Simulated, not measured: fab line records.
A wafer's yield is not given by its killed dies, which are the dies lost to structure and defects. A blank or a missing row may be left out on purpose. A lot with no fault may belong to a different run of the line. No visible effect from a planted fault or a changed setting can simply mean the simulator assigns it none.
Which tool is to blame?	flow nandHarc	Sampling: 13 lots, 36 wafers, 6 of 1302 route steps

WHAT EACH GAUGE READ, for each wafer
NHARC_A_ZERO_WELL_INSPECT_17.
lot	measured	on	rawDefectCount
L275	day 6 15:20	defectInspect-02	7 4 8
L277	day 7 10:17	defectInspect-02	4 10 3
L278	day 8 02:01	defectInspect-02	10 7 12
L279	day 8 10:39	defectInspect-02	5 17 20
L282	day 10 01:44	defectInspect-02	8 13 3
L283	day 10 04:56	defectInspect-01	13 12 6
L284	day 10 19:55	defectInspect-01	12 12 7
L290	day 13 06:34	defectInspect-02	24 16
L291	day 13 13:22	defectInspect-01	8 11
L292	day 14 00:26	defectInspect-01	20 29
L294	day 14 13:32	defectInspect-01	9 10 13
L297	day 16 02:27	defectInspect-01	17 5 4
L298	day 16 10:17	defectInspect-02	11 8 14

NHARC_A_ONON_D1_THK_MEAS_21: measures by ellipsometry.
lot	measured	on	thkNm (nm)
L275	day 7 21:47	filmMetro-01	1008 1007 1008
L277	day 8 20:01	filmMetro-02	990 989 991
L278	day 9 09:47	filmMetro-01	1006 1008 1009
L279	day 9 19:29	filmMetro-01	987 988 990
L282	day 11 12:53	filmMetro-02	1009 1006 1008
L283	day 11 12:55	filmMetro-02	995 993 994
L284	day 12 05:02	filmMetro-01	999 999 995
L290	day 14 15:45	filmMetro-01	1003 1437
L291	day 14 21:35	filmMetro-02	1452 1018
L292	day 15 09:15	filmMetro-02	1441 1444
L294	day 15 20:22	filmMetro-02	981 982 980
L297	day 17 11:51	filmMetro-02	994 995 993
L298	day 17 18:04	filmMetro-01	1002 1005 1004

NHARC_END_SORT_01.
lot	measured	on	killedAtArray	killedAtOther	killedAtPeriphery	killedDies	killedOpen	killedShort
L290	day 30 09:19	prober-02	79 671	0 0	4 6	83 677	4 3	2 0
L291	day 30 10:50	prober-01	673 65	0 1	4 5	677 71	3 6	2 5
L292	day 31 17:06	prober-01	665 666	2 2	10 9	677 677	3 1	6 4

WHAT TOOL EACH LOT RAN ON (gives the tool, then ch and the chambers of the sampled wafers, and finally the start)
lot	NHARC_P_BONDPAD_CMP_19	NHARC_A_ONON_D1_DEP_19	NHARC_A_ONON_D1_DEP_33
L275	cmp-04 ch 0,1,2, day 6 12:09	pecvdOnon-04 ch 0, day 7 21:16	pecvd-02 ch 0,2, day 7 23:36
L277	cmp-01 ch 0,2, day 7 06:58	pecvdOnon-04 ch 0, day 8 19:31	pecvd-04 ch 1,2, day 8 21:46
L278	cmp-03 ch 0,1,3, day 7 22:35	pecvdOnon-01 ch 0, day 9 09:20	pecvd-04 ch 0,1,2, day 9 11:34
L279	cmp-03 ch 0,1, day 8 07:27	pecvdOnon-04 ch 0, day 9 18:58	pecvd-02 ch 0,1,2, day 9 21:14
L282	cmp-03 ch 0,3, day 9 22:16	pecvdOnon-01 ch 0, day 11 12:30	pecvd-01 ch 0,2, day 11 14:47
L283	cmp-03 ch 0,2, day 10 01:36	pecvdOnon-04 ch 0, day 11 12:24	pecvd-04 ch 0,1,2, day 11 14:43
L284	cmp-01 ch 0,1,2, day 10 16:28	pecvdOnon-01 ch 0, day 12 04:35	pecvd-02 ch 1,2, day 12 06:52
L290	cmp-03 ch 0,3, day 13 03:15	pecvdOnon-01 ch 0, day 14 15:14	pecvd-02 ch 1,2, day 14 17:31
L291	cmp-04 ch 0,1, day 13 10:04	pecvdOnon-01 ch 0, day 14 21:11	pecvd-01 ch 0,2, day 14 23:26
L292	cmp-01 ch 1,2, day 13 21:11	pecvdOnon-01 ch 0, day 15 08:52	pecvd-02 ch 0,1, day 15 11:06
L294	cmp-03 ch 0,1,2, day 14 10:11	pecvdOnon-02 ch 0, day 15 19:51	pecvd-02 ch 0,1,2, day 15 22:08
L297	cmp-01 ch 0,2,3, day 15 23:10	pecvdOnon-04 ch 0, day 17 11:21	pecvd-02 ch 0,1,2, day 17 13:37
L298	cmp-04 ch 0,1, day 16 07:05	pecvdOnon-04 ch 0, day 17 17:36	pecvd-01 ch 0,2, day 17 19:52
- NHARC_P_BONDPAD_CMP_19: polishes, t overpolish 30 s, cu recess touch 16 s, target thk 160.81 nm.
- NHARC_A_ONON_D1_DEP_19: target thk 1000 nm.
- NHARC_A_ONON_D1_DEP_33: deposits SiO2, target thk 200 nm.

AS READ BY THE TOOLS THEMSELVES (means over the sampled wafers that have a number; for cases with no such wafer, the mark the record gives instead)
NHARC_P_BONDPAD_CMP_19.
lot	tool	edgeZonePressureFrac	motorCurrentA (A)	overpolishRunS (s)	slurryFlowMlMin
L275	cmp-04	1.006	11.8	30.009	149.7
L277	cmp-01	0.998	10.9	30.000	149.8
L278	cmp-03	0.997	12.1	29.993	149.8
L279	cmp-03	1.000	12.1	29.998	149.6
L282	cmp-03	0.998	12.3	29.998	149.9
L283	cmp-03	1.002	11.9	30.010	150.4
L284	cmp-01	0.998	11.2	29.999	150.0
L290	cmp-03	0.997	12.3	29.999	150.1
L291	cmp-04	0.996	12.1	30.000	150.2
L292	cmp-01	1.002	11.2	30.003	149.7
L294	cmp-03	1.000	11.9	29.991	149.9
L297	cmp-01	1.001	10.9	30.003	150.4
L298	cmp-04	1.007	12.3	30.009	150.1

NHARC_A_ONON_D1_DEP_19.
lot	tool	sih4FlowSccm (sccm)
L275	pecvdOnon-04	209.7
L277	pecvdOnon-04	209.8
L278	pecvdOnon-01	209.7
L279	pecvdOnon-04	211.1
L282	pecvdOnon-01	210.5
L283	pecvdOnon-04	209.5
L284	pecvdOnon-01	210.3
L290	pecvdOnon-01	209.8
L291	pecvdOnon-01	209.3
L292	pecvdOnon-01	209.1
L294	pecvdOnon-02	210.0
L297	pecvdOnon-04	210.0
L298	pecvdOnon-04	209.7

NHARC_A_ONON_D1_DEP_33.
lot	tool	heaterPowerW (W)	throttleValvePct (%)
L275	pecvd-02	519	15.5
L277	pecvd-04	503	16.3
L278	pecvd-04	463	16.2
L279	pecvd-02	592	15.3
L282	pecvd-01	666	15.9
L283	pecvd-04	509	16.3
L284	pecvd-02	640	15.1
L290	pecvd-02	600	15.1
L291	pecvd-01	710	16.3
L292	pecvd-02	671	15.2
L294	pecvd-02	602	15.3
L297	pecvd-02	559	15.4
L298	pecvd-01	672	16.4

THE ANSWER, worked out from the rows above alone
Rule: the lots themselves supply what counts as usual. The widest of any qualifying gaps counts: lots, ordered by their means at a reading, are off when they make up no more than a third of the lots, leave a main group of 4 or more, and stand apart from it by 3 or more times the standard deviation of that group's means. A main group whose means are all the same, to the digits that the tables above print for the reading, isn't used. A lot without any number at a reading at which 4 lots or more have one is off too. All remaining lots with rows at the step are treated as sound. After the gauges, taken in route order, come the tools' own readings; for these a lot's mean is taken, as printed above. At the first step where some lot is off, the reading lying furthest off is the one used; lots without a number count as furthest.
Off: L290, L291, L292 (NHARC_A_ONON_D1_THK_MEAS_21, thkNm). Main group: mean 997 nm, sd 8.9.
A tool fits if, at a process step before that reading, it ran every lot that is off, and no sound lot after the first of them. Gauges at NHARC_A_ONON_D1_THK_MEAS_21: tried the same way as those tools. One fits: pecvdOnon-01 at NHARC_A_ONON_D1_DEP_19. A fault onset in the window from L284 (day 12 04:35, its last sound lot) to L290 (day 14 15:14, its first lot off) fits.

WHAT HAD BEEN PUT IN BY THE SIMULATOR
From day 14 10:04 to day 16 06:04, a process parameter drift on pecvdOnon-01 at NHARC_A_ONON_D1_DEP_19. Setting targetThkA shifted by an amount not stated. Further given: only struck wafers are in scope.
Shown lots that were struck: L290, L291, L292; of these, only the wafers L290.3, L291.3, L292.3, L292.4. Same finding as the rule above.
